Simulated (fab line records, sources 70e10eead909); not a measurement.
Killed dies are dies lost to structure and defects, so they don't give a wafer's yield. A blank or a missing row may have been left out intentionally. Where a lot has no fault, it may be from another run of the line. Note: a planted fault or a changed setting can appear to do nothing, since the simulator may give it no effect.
Comparing a struck lot with a sound one / flow nand_harc / 13 steps out of a route of 1302
Sound: the wafers L449.1, L449.2, L449.6. Struck: wafers L460.1, L460.2, L460.3. The cause is given at the end.
Order at every step that has rows: each side's tool, ch and its chambers, its first start. Under that, the readings that differ: sound wafers / struck wafers / difference of the means / sigmas: that difference in standard deviations of wafers without a fault.
alike: same words and numbers on both sides, and readings whose means sit less than 2 such deviations apart. not compared: any withheld reading, any reading some wafer has no value for, any bound like >300 that may hide the same value, and any number with overlapping values for which the record gives no deviation.
The two part at a step that has a row with sigmas, a row that says differs or no value, or rows on one side only. Numbers that have no deviation but don't overlap get no sigmas and don't part them. Lack of a reading on every wafer of one side parts them only where that side has two or more wafers.

NHARC_P_CONTACT_CMP_24: polishes, t overpolish 30 s, target thk 200 nm.
  sound on cmp-01 ch 0,3, day 6 02:44; struck on cmp-01 ch 0,1,2, day 10 09:51
  alike: motor_current_A, overpolish_run_s, time_to_endpoint_s
then, 1 step without rows for these wafers: NHARC_P_CONTACT_SRD_26.
NHARC_P_CONTACT_INSPECT_27:
  sound: defect_inspect-01 at day 6 03:08; struck: defect_inspect-02 at day 10 10:15
  alike: raw_defect_count
then, 8 steps without rows for these wafers: NHARC_P_M0_DEP_00 (deposits SiOC, target thk 150 nm); NHARC_P_M0_DEHYDRATE_01 (time 120 s); NHARC_P_M0_HMDS_02 (time 30 s); NHARC_P_M0_COAT_33 (time 65 s); NHARC_P_M0_COAT_03 (resist thk 90 nm); NHARC_P_M0_SOFTBAKE_04 (time 55 s); NHARC_P_M0_EBR_05; NHARC_P_M0_EXPOSE_06 (exposes mask P M0, target cd 90 nm).
NHARC_P_M0_PEB_07: peb time 65 s.
  sound on litho_track-06 ch 0, day 6 03:49; struck on litho_track-06 ch 0, day 10 11:04
reading=heater_power_total_W (W); sound=156.0 157.1 157.2; struck=149.5 150.0 149.6; difference=-7.1; sigmas=-17
reading=plate_temp_C (C); sound=99.88 100.04 100.08; struck=96.63 96.64 96.78; difference=-3.32; sigmas=-26
  alike: exhaust_pa
then, 1 step without rows for these wafers: NHARC_P_M0_DEVELOP_08 (develop time 35 s).

## WHERE THEY PART
Only at NHARC_P_M0_PEB_07, as far as this record shows.

WHY: whatever the simulator had introduced
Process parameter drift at NHARC_P_M0_PEB_07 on litho_track-06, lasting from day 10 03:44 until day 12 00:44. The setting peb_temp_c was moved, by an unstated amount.
